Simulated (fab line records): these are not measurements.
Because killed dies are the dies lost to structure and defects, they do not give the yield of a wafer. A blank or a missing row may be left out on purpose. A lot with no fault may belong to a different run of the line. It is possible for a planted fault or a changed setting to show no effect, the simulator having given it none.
Which tool did it?    flow nand harc    route of 1159 steps, sampled at 1 step: 6 lots, 18 wafers

== WHAT EACH GAUGE READ, for each wafer ==
NHARC_P_M1_INSPECT_27.
lot   measured      on                 raw defect count
L402  day 6 20:20   defect inspect-02  281 338 315
L407  day 7 20:06   defect inspect-01  317 284 181
L406  day 7 20:54   defect inspect-01  186 232 317
L410  day 8 09:12   defect inspect-02  152 184 221
L420  day 11 10:37  defect inspect-01  303 243 273
L423  day 11 21:23  defect inspect-01  266 205 152

== EACH LOT AND THE TOOL THAT RAN IT (in order: tool; ch and the chambers of the sampled wafers; start) ==
No process step before these readings appears in the record.

== THE ANSWER, worked out from the rows above alone ==
Rule: what is usual is taken from the lots themselves. Put in order of their means at a reading, lots are off if they are a third of the lots or fewer, leave a main group of 4 or more, and stand apart from it by a gap of 3 or more times the standard deviation of the main group's means; of several such gaps the widest counts. If all means in a main group match to the digits the tables above print for the reading, that group is not used. Also off: a lot with no number at a reading for which 4 or more lots have one. Any other lot the step has rows for is counted as sound.
No lot is off at any reading shown: from this, nothing can be told.

== WHAT THE SIMULATOR HAD INSERTED ==
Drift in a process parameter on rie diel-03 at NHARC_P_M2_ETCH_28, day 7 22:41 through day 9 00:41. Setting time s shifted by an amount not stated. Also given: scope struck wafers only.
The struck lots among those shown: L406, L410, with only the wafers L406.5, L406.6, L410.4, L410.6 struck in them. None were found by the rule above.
